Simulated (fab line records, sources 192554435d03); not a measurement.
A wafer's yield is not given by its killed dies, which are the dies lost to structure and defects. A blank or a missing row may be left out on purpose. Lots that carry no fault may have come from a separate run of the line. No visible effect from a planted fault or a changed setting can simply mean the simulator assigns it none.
Comparing a struck lot with a sound one || flow n5_finfet || 37 steps out of a route of 1938
Sound: the wafers L477.2, L477.3, L477.5. Struck: wafer L466.5. (L466.1, L466.4 of the same lot were not struck and are left out.) The cause comes at the end.
At each step with rows: each side's tool, then ch and its chambers, then its first start. Under that, the readings that differ: sound wafers || struck wafers || difference of the means || sigmas: that difference in standard deviations of wafers without a fault.
alike: readings with means less than 2 such deviations apart, plus words and numbers identical on both sides. not compared: withheld readings, readings lacking a value on some wafer, bounds such as >300 that could conceal the same value, and numbers that have no deviation in the record and whose values overlap.
A row with sigmas, a row that says differs or no value, or rows on one side alone: a step with any of these is where the two part. Numbers that have no deviation but don't overlap get no sigmas and don't part them. A reading missing from all wafers of one side parts the sides only when that side holds two or more wafers.

first, 8 steps without rows for these wafers: N5_BEOL_M1_ECD_50 (material Cu, target thk 300 nm); N5_BEOL_M1_ANNEAL_51 (time 90 s); N5_BEOL_M1_CMP_52 (polishes, stops on SiOC, t overpolish 6.8 s, target thk 40 nm); N5_BEOL_M1_PRE_CLEAN_60 (time 15 s); N5_BEOL_M1_CO_CAP_55 (material Co, precursor CCTBA/H2, target thk 2 nm, time 102.1 s); N5_BEOL_M1_PRE_CLEAN_56 (time 15 s); N5_BEOL_M1_DEP_57 (deposits SiCN from 3MS/NH3, target thk 8 nm, time 14 s); N5_BEOL_M2_ILD_DEP_00 (deposits SiOC from DEMS/O2, target thk 79 nm, time 15.3 s).
N5_BEOL_M2_PECVD_72: deposits SiO2 from TEOS/O2, target thk 16 nm, time 18 s.
  sound on pecvd-03 ch 0,2, day 11 01:14; struck on pecvd-03 ch 0, day 8 02:21
{"reading": "model.SiO2_of_BEOL_M2_PECVD_72.thk_nm (nm)", "sound": "15.8 16 16.2", "struck": 29.4, "difference": "+13.4", "sigmas": ""}
  alike: heater_power_w, showerhead_plenum_p_Torr, showerhead_vpp_V, throttle_valve_pct
then, 25 steps without rows for these wafers: N5_BEOL_M2_HM_DEP_02 (deposits TiN, target thk 20 nm); N5_BEOL_M2_COAT_61 (time 60 s, resist thk 60 nm); N5_BEOL_M2_COAT_62 (time 60 s, resist thk 12 nm); N5_BEOL_M2_COAT_73 (time 60 s, resist thk 5 nm); N5_BEOL_M2_COAT_05 (resist thk 30 nm); N5_BEOL_M2_EBR_07; N5_BEOL_M2_SOFTBAKE_06 (time 60 s); N5_BEOL_M2_EXPOSE_08 (exposes mask M2); N5_BEOL_M2_PEB_09 (peb time 60 s); N5_BEOL_M2_DEVELOP_10 (develop time 30 s); N5_BEOL_M2_DESCUM_16 (chemistry O2, time 7 s); N5_BEOL_M2_ETCH_74 (etches underlayer in N2/H2, target depth 6.5 nm, time 5.2 s); N5_BEOL_M2_ETCH_63 (etches SiARC in CF4, target depth 15.6 nm, time 26 s); N5_BEOL_M2_ETCH_64 (etches SOC in N2/H2, target depth 75 nm, overetch 22.5 nm, time 121.9 s); N5_BEOL_M2_STRIP_65 (strips in N2/H2); N5_BEOL_M2_STRIP_75 (strips in N2/H2); N5_BEOL_M2_STRIP_66 (strips in CF4); N5_BEOL_M2_HM_OPEN_17 (chemistry Cl2/BCl3, target TiN, target depth 20 nm, overetch 6 nm); N5_BEOL_M2_STRIP_19 (strips in O2); N5_BEOL_M2_COAT_67 (time 60 s, resist thk 60 nm); N5_BEOL_M2_COAT_68 (time 60 s, resist thk 12 nm); N5_BEOL_M2_COAT_76 (time 60 s, resist thk 5 nm); N5_BEOL_M2_COAT_22 (resist thk 30 nm); N5_BEOL_M2_EBR_24; N5_BEOL_M2_SOFTBAKE_23 (time 60 s).
N5_BEOL_M2_HM_STRIP_39: strips TiN in peroxide tin strip, target depth 25 nm, time 158 s.
  sound on wet_bench-01 ch 1,6,7, day 11 07:38; struck on wet_bench-04 ch 2, day 8 13:31
{"reading": "model.SiO2_of_BEOL_M2_PECVD_72.thk_nm (nm)", "sound": "15.6 16 16.2", "struck": 29.2, "difference": "+13.3", "sigmas": ""}
N5_BEOL_M2_CMP_52: polishes, stops on SiOC, t overpolish 6.8 s, target thk 40 nm.
  sound on cmp-01 ch 1,2,3, day 11 12:35; struck on cmp-01 ch 3, day 8 17:11
{"reading": "barrier_field_endpoint_s (s)", "sound": "24.1 23.8 24.6", "struck": 40.6, "difference": "+16.4", "sigmas": "+24"}
{"reading": "overpolish_run_s (s)", "sound": "6.786 6.802 6.801", "struck": 0.405, "difference": -6.391, "sigmas": "-99 or more"}
  alike: motor_current_A
N5_BEOL_M4_RC_MEAS_101:
  sound on prober-01 ch 0, day 12 22:52; struck on prober-01 ch 0, day 9 17:16
{"reading": "DIBL_N (mV/V)", "sound": "32.4 31.7 33.6", "struck": 39.3, "difference": "+6.7", "sigmas": "+3"}
{"reading": "DIBL_P (mV/V)", "sound": "33.9 34.1 35.0", "struck": 40.4, "difference": "+6.1", "sigmas": "+2"}
{"reading": "IOFF_N (nA/um)", "sound": "0.12 0.11 0.13", "struck": 0.22, "difference": "+0.10", "sigmas": "+2"}
{"reading": "SS_P (mV/dec)", "sound": "71.9 72.5 73.5", "struck": 74.9, "difference": "+2.3", "sigmas": "+2"}
  alike: IOFF_P, ION_N, ION_P, SS_N, VT_N, VT_P

WHERE THEY PART
First at N5_BEOL_M2_CMP_52; last, within this record, at N5_BEOL_M4_RC_MEAS_101.

WHY: what the simulator had put in
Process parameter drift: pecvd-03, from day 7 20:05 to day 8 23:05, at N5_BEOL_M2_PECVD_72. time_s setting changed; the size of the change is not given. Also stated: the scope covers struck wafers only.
